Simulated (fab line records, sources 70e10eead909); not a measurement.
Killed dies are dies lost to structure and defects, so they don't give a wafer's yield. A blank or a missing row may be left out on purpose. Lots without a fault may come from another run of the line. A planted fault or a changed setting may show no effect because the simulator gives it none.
fab line records | flow nand_harc
record lots=12 wafers=36 last_day=33
route steps=1302 shown A_WL_FILL@954 END@1302
lots that met no fault: from a run of the same line without faults
start_h: hours from the record's first day to the start of the lot's first wafer shown | wait_h: hours since the lot's step before | " the same as in the row above | L1.1+2: a row that stands for several wafers | - no value, or no start given | * or withheld: withheld | < > ~ a bound
route shown NAME@n: a module of which the file shows steps, and the number in the route of the first | usual: mean/standard deviation of fault-free wafers | same: alike in all rows | chamber/n: place in a boat | sites: the reading at each site | _std_site: their standard deviation | _edge_site: outer sites' mean less inner sites' | radius_mm: how far each site lies from the wafer's centre | mask NAME#n: copy n | behind: the tool/chamber that last shaped the wafer | hold: why the lot was held/for how many hours/how that ended | device: the transistor (n, p or np) that didn't switch | end of line: the same wafers' tests at the end of the route | a step without rows: its recipe alone | killed: dies lost to structure and defects at the first sort, not the wafer's yield | map: a wafer's dies, x killed, . not, _ none there
set.NAME: the setting as run; set.NAME@STEP: as run at that earlier step | model.NAME: the simulator's own value behind a step, which no gauge read
steps of the route over a sample of lots; a table a step, a row a wafer
services: from which hour (start_h, from the record's first day; less than 0 if before it) a tool's chamber was out of use, for how many hours, and why
## steps
# step NHARC_A_WL_FILL_ALD_02
# recipe target_thk_a=20 pulse_time_s=3 ald_cycles=100 temp_c=450 material=TiN
# usual ald_cycles=100/0 heater_power_w=1092/110 precursor_pulse_height_rel=0.997/0.019
# columns lot.wafer tool chamber start_h wait_h ald_cycles heater_power_w precursor_pulse_height_rel since_wet_clean_h
L825.3 ald_metal-01 1 470.28 0.2 100 1220 1.025 112
L825.4 " 2 " " 100 982 0.974 112
L825.6 " 0 " " 100 1228 0.993 -
L824.1 ald_metal-03 1 474.11 0.3 100 1048 1.004 74
L824.4 " 2 " " 100 970 1.005 74
L824.5 " 3 " " 100 1123 1.020 -
L831.3 ald_metal-03 1 547.33 0.1 83 1062 1.017 147
L831.1 " 0 " " 83 1291 0.964 148
L831.5 " 1 " " 83 1093 0.976 -
L832.2 ald_metal-03 1 563.49 0.2 83 1091 0.995 164
L832.1 " 3 " " 83 1135 1.005 164
L832.6 " 0 " " 83 1288 0.977 -
L837.1 ald_metal-01 3 609.51 0.2 100 944 0.975 73
L837.3 " 1 " " 100 1204 1.008 73
L837.6 " 2 " " 100 976 1.006 -
L839.3 ald_metal-01 3 614.89 0.2 100 956 0.995 79
L839.2 " 1 " " 100 1217 1.001 79
L839.4 " 1 " " 100 1226 1.007 -
L841.1 ald_metal-01 1 633.79 0.2 100 1226 1.010 98
L841.2 " 2 " " 100 977 1.004 98
L841.5 " 1 " " 100 1241 1.006 -
L840.2 ald_metal-03 1 646.03 0.3 100 1116 1.025 68
L840.5 " 2 " " 100 1001 0.962 -
L840.6 " 3 " " 100 1136 1.022 -
L843.3 ald_metal-03 2 651.33 0.2 100 986 1.023 73
L843.4 " 0 " " 100 1212 0.984 73
L843.6 " 1 " " 100 1142 1.005 -
L842.2 ald_metal-01 3 651.46 0.2 100 925 1.012 115
L842.4 " 0 " " 100 1190 1.003 115
L842.5 " 0 " " 100 1214 0.987 -
L844.3 ald_metal-03 0 686.10 0.1 100 1229 1.014 108
L844.6 " 0 " " 100 1174 1.023 -
L844.5 " 1 " " 100 1154 1.033 -
L846.4 ald_metal-01 3 700.17 0.1 100 945 0.991 164
L846.3 " 2 " " 100 962 0.963 164
L846.5 " 3 " " 100 943 0.996 -
# step NHARC_A_WL_FILL_ETCHBACK_04
# recipe target_depth_a=600 time_s=120 chemistry=NF3
# usual chamber_pressure_mTorr=300.01/0.26 drypump_motor_current_A=6.0/0.48 oes_product_au=0.996/0.011
# columns lot.wafer tool chamber start_h wait_h chamber_pressure_mTorr drypump_motor_current_A oes_product_au rf_hours_counter_h
L825.3 rie_metal-01 0 471.14 0.2 300.20 6.7 1.008 -
L825.4 " 1 " " 299.83 6.5 0.998 -
L825.6 " 1 " " 299.90 6.5 1.004 -
L824.1 rie_metal-02 1 474.88 0.4 300.03 6.2 0.974 0.2
L824.4 " 0 " " 300.24 6.0 0.996 -
L824.5 " 1 " " 300.00 6.1 0.980 -
L831.1 rie_metal-02 0 548.17 0.4 300.16 6.0 1.009 1.5
L831.3 " 0 " " 300.01 6.0 1.010 -
L831.5 " 1 " " 299.47 6.2 0.982 -
L832.2 rie_metal-03 1 564.26 0.3 300.03 5.6 0.984 1.0
L832.1 " 0 " " 299.18 5.3 0.995 1.0
L832.6 " 1 " " 299.83 5.6 0.986 -
L837.1 rie_metal-03 0 610.50 0.3 300.22 5.3 1.020 1.5
L837.3 " 0 " " 300.37 5.2 1.014 -
L837.6 " 1 " " 299.79 5.6 0.992 -
L839.2 rie_metal-02 1 615.76 0.3 299.97 6.2 0.996 2.6
L839.3 " 0 " " 300.32 5.9 1.013 -
L839.4 " 1 " " 299.82 6.2 0.995 -
L841.1 rie_metal-03 0 634.86 0.3 299.85 5.2 1.009 2.3
L841.2 " 1 " " 300.10 5.6 0.976 2.3
L841.5 " 1 " " 299.96 5.7 0.987 -
L840.2 rie_metal-01 1 646.72 0.3 300.26 6.5 1.009 1.4
L840.6 " 1 " " 299.71 6.5 1.001 -
L840.5 " 0 " " 299.97 6.7 0.986 -
L843.4 rie_metal-02 1 652.17 0.2 299.97 6.2 0.976 -
L843.3 " 0 " " 300.02 6.0 0.999 -
L843.6 " 0 " " 300.08 6.0 0.994 -
L842.2 rie_metal-01 0 652.44 0.3 299.71 6.7 0.990 1.6
L842.4 " 1 " " 299.95 6.5 1.013 -
L842.5 " 1 " " 299.66 6.5 1.004 -
L844.3 rie_metal-03 1 686.97 0.3 300.01 5.7 0.981 -
L844.6 " 1 " " 300.24 5.6 0.990 -
L844.5 " 0 " " 299.86 5.3 1.002 -
L846.3 rie_metal-02 0 701.05 0.3 299.73 6.0 1.011 -
L846.4 " 1 " " 300.32 6.2 0.991 -
L846.5 " 0 " " 300.28 6.0 1.017 -
# step NHARC_A_WL_FILL_ETCHBACK_05
# recipe target_depth_a=220 time_s=60 temp_c=40 chemistry=Cl2/BCl3
# usual chamber_pressure_mTorr=10.000/0.0094 drypump_motor_current_A=6.0/0.49 oes_product_au=0.997/0.01
# columns lot.wafer tool chamber start_h wait_h chamber_pressure_mTorr drypump_motor_current_A oes_product_au rf_hours_counter_h
L825.4 rie_metal-01 1 471.34 0.1 10.002 6.5 1.000 -
L825.3 " 0 " " 10.008 6.7 0.996 -
L825.6 " 1 " " 10.012 6.5 0.990 -
L824.1 rie_metal-02 1 475.08 0.2 10.000 6.2 0.985 0.4
L824.4 " 0 " " 10.012 6.0 1.013 -
L824.5 " 1 " " 9.999 6.2 0.987 -
L831.1 rie_metal-02 1 548.38 0.2 9.994 6.2 0.989 1.7
L831.3 " 1 " " 9.995 6.2 0.996 -
L831.5 " 0 " " 10.013 6.0 1.011 -
L832.2 rie_metal-03 1 564.50 0.2 10.010 5.6 0.991 1.1
L832.1 " 0 " " 10.006 5.2 1.001 1.1
L832.6 " 1 " " 10.005 5.7 0.992 -
L837.1 rie_metal-03 0 610.76 0.2 9.993 5.3 1.009 1.6
L837.3 " 1 " " 9.999 5.6 0.992 -
L837.6 " 1 " " 10.021 5.6 0.990 -
L839.2 rie_metal-02 0 615.98 0.2 9.987 6.0 1.005 2.7
L839.3 " 1 " " 10.000 6.2 0.993 -
L839.4 " 0 " " 9.994 6.0 1.004 -
L841.1 rie_metal-03 0 635.10 0.2 10.009 5.3 1.008 2.4
L841.2 " 1 " " 10.005 5.7 0.981 2.4
L841.5 " 0 " " 10.000 5.3 1.004 -
L840.2 rie_metal-01 1 646.98 0.2 10.004 6.5 1.008 1.5
L840.6 " 0 " " 9.997 6.7 0.985 -
L840.5 " 1 " " 10.000 6.5 1.013 -
L843.4 rie_metal-02 0 652.37 0.2 10.010 6.0 1.013 -
L843.3 " 1 " " 10.004 6.2 0.981 -
L843.6 " 0 " " 10.016 6.0 1.006 -
L842.2 rie_metal-01 0 652.66 0.2 10.010 6.7 0.982 1.8
L842.4 " 0 " " 9.999 6.7 0.991 -
L842.5 " 1 " " 9.996 6.5 1.023 -
L844.3 rie_metal-03 1 687.17 0.2 9.994 5.7 0.982 -
L844.6 " 1 " " 9.985 5.7 0.988 -
L844.5 " 0 " " 9.990 5.3 1.004 -
L846.3 rie_metal-02 0 701.25 0.2 9.998 6.0 1.015 -
L846.4 " 1 " " 10.002 6.2 0.981 -
L846.5 " 1 " " 9.992 6.2 0.983 -
# step NHARC_A_WL_FILL_ALD_10
# recipe target_thk_a=500 pulse_time_s=10 ald_cycles=500 temp_c=300 material=SiO2
# usual ald_cycles=500/0 heater_power_w=472/51 precursor_pulse_height_rel=1.004/0.02
# columns lot.wafer tool chamber start_h wait_h ald_cycles heater_power_w precursor_pulse_height_rel since_wet_clean_h
L825.4 ald_hk-03 1 477.66 1.1 500 483 1.036 77
L825.3 " 2 " " 500 376 1.013 77
L825.6 " 3 " " 500 545 1.007 -
L824.4 ald_hk-02 3 480.60 0.0 500 432 1.025 123
L824.1 " 2 482.16 1.6 500 450 0.979 124
L824.5 " 3 " " 500 454 1.014 -
L831.3 ald_hk-02 2 554.43 0.6 500 429 0.996 18
L831.1 " 0 555.47 1.6 500 470 0.970 19
L831.5 " 1 " " 500 455 1.019 -
L832.2 ald_hk-04 3 571.09 0.1 500 471 1.008 128
L832.1 " 1 572.11 1.1 500 502 0.983 129
L832.6 " 0 573.64 2.6 500 555 1.002 -
L837.3 ald_hk-03 2 616.09 0.1 500 387 0.981 35
L837.1 " 3 " " 500 519 0.993 35
L837.6 " 2 618.15 2.1 500 395 0.986 -
L839.4 ald_hk-02 3 625.24 3.7 500 423 0.972 89
L839.2 " 0 " " 500 477 1.000 90
L839.3 " 1 " " 500 467 0.957 90
L841.2 ald_hk-03 0 640.65 0.6 500 455 1.013 59
L841.1 " 1 " " 500 438 1.016 60
L841.5 " 0 642.73 2.6 500 465 0.994 -
L840.2 ald_hk-02 3 653.76 0.1 500 418 0.996 118
L840.5 " 3 655.85 2.1 500 426 1.001 -
L840.6 " 0 " " 500 470 0.985 -
L843.3 ald_hk-03 2 657.86 0.1 500 388 0.996 77
L843.4 " 1 659.41 1.6 500 440 1.014 78
L843.6 " 3 660.44 2.6 500 528 1.031 -
L842.2 ald_hk-04 3 658.39 0.6 500 499 0.995 34
L842.4 " 0 " " 500 576 1.020 35
L842.5 " 2 659.96 2.1 500 467 0.986 -
L844.3 ald_hk-04 0 695.11 0.1 500 613 1.013 71
L844.6 " 0 697.19 2.1 500 594 0.979 -
L844.5 " 1 " " 500 527 0.993 -
L846.3 ald_hk-04 2 707.79 1.1 500 458 0.978 84
L846.4 " 3 " " 500 507 1.025 84
L846.5 " 1 709.34 2.6 500 537 0.971 -
# step NHARC_END_SORT_01
# recipe temp_c=25
# usual killed_at_array=54/21 killed_at_other=0.9/1.1 killed_at_periphery=3.5/2.5 killed_dies=58/21 killed_open=3.3/1.9 killed_short=2.6/1.8
# same gross_dies=677
# columns lot.wafer tool chamber start_h wait_h killed_at_array killed_at_other killed_at_periphery killed_dies killed_open killed_short
L839.2 prober-01 0 721.83 2.8 62 2 2 66 5 4
L839.3 prober-01 0 722.63 3.1 64 2 1 67 4 3
L839.4 prober-01 0 723.43 3.4 53 2 2 57 6 0
L840.2 prober-01 0 743.73 2.8 86 0 4 90 3 3
L840.5 prober-01 0 746.12 3.7 81 2 6 89 3 1
L840.6 prober-01 0 746.91 4.0 70 2 7 79 6 4
# killed by level:class
L839.2 A_CHANNEL_HOLE_D2:chamber_film_flake=19 A_SLIT:chamber_film_flake=17 A_CHANNEL_HOLE_D1:chamber_film_flake=9 A_CHANNEL_FILL_D2:chamber_film_flake=3 A_STAIRCASE:chamber_film_flake=3 A_ONON_D1:geometric_particle:short=2 P_ZERO_WELL:chamber_film_flake=2 THIN_TSV:chamber_film_flake=2
L839.3 A_SLIT:chamber_film_flake=30 A_CHANNEL_HOLE_D2:chamber_film_flake=14 A_CHANNEL_HOLE_D1:chamber_film_flake=7 A_STAIRCASE:chamber_film_flake=3 A_CHANNEL_FILL_D2:chamber_film_flake=2 THIN_TSV:chamber_film_flake=2 A_ONON_D1:geometric_particle:short=1 A_ONON_D1:geometric_particle:open=1
L839.4 A_SLIT:chamber_film_flake=18 A_CHANNEL_HOLE_D2:chamber_film_flake=15 A_CHANNEL_HOLE_D1:chamber_film_flake=8 A_CHANNEL_FILL_D2:chamber_film_flake=3 A_CHANNEL_FILL_D1:geometric_particle:open=2 A_WL_FILL:geometric_particle:open=2 A_STAIRCASE:chamber_film_flake=2 THIN_TSV:chamber_film_flake=2
L840.2 A_CHANNEL_HOLE_D1:chamber_film_flake=37 A_SLIT:chamber_film_flake=28 A_CHANNEL_HOLE_D2:chamber_film_flake=8 A_CONTACT:chamber_film_flake=4 P_GATE:chamber_film_flake=3 A_STAIRCASE:chamber_film_flake=3 P_M0:geometric_particle:short=1 A_CHANNEL_FILL_D1:geometric_particle:open=1
L840.5 A_CHANNEL_HOLE_D1:chamber_film_flake=33 A_SLIT:chamber_film_flake=29 A_CHANNEL_HOLE_D2:chamber_film_flake=8 A_CONTACT:chamber_film_flake=5 P_BONDPAD:chamber_film_flake=4 A_CHANNEL_FILL_D2:chamber_film_flake=2 THIN_TSV:chamber_film_flake=2 P_M1:geometric_particle:open=1
L840.6 A_CHANNEL_HOLE_D1:chamber_film_flake=32 A_SLIT:chamber_film_flake=19 A_CHANNEL_HOLE_D2:chamber_film_flake=8 A_CONTACT:chamber_film_flake=3 P_CONTACT:geometric_particle:open=2 A_DECK1_JOINT:geometric_particle:open=2 THIN_TSV:chamber_film_flake=2 P_M0:geometric_particle:open=1
## services
# columns tool chamber start_h hours kind
ald_metal-01 2 448.10 10.0 repair
rie_metal-02 - 454.00 9.0 pm
ald_metal-01 - 485.97 0.8 repair
ald_metal-03 2 487.67 12.9 repair
rie_metal-01 1 492.79 25.2 repair
ald_hk-04 - 510.78 1.2 repair
rie_metal-03 - 519.00 9.0 pm
ald_metal-01 - 526.14 10.0 pm
ald_hk-02 - 527.02 10.0 pm
rie_metal-01 - 544.05 0.4 repair
ald_metal-03 - 568.00 10.0 pm
rie_metal-01 - 575.00 9.0 pm
rie_metal-01 - 585.32 0.6 repair
ald_metal-01 0 606.65 12.1 repair
ald_hk-04 - 615.15 10.0 pm
rie_metal-02 - 631.00 9.0 pm
ald_metal-01 - 644.78 2.1 repair
ald_metal-03 - 682.75 0.4 repair
ald_hk-04 - 684.51 1.6 repair
rie_metal-01 - 688.89 0.8 repair
rie_metal-01 - 692.53 0.6 repair
rie_metal-03 - 696.00 9.0 pm
ald_metal-01 - 698.31 0.8 repair
ald_metal-01 - 704.14 10.0 pm
## key
first_sign step=NHARC_A_WL_FILL_ALD_02 reading=ald_cycles direction=down sigmas=99+ usual=100 struck=83
effect none on later readings
met_at NHARC_A_WL_FILL_ALD_02
struck_lots L831,L832
tester_left_out L831,L832
not_acting_at NHARC_A_WL_FILL_ETCHBACK_04,NHARC_A_WL_FILL_ETCHBACK_05,NHARC_A_WL_FILL_ALD_10
onset_between 474.11 547.33
fault kind=process_parameter_drift tool=ald_metal-03 chamber=- onset_h=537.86 steps=NHARC_A_WL_FILL_ALD_02 channel=ald_cycles offset=-17 shape=step end_h=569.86 acts_in=these_recipes_only stated=100
# tester_left_out: of these lots the tester's yield and bins aren't shown, on N5 and GAA mostly nor the transistor test; their killed dies are dies lost to structure and defects alone, not to doping, threshold or leakage, so they don't give the yield
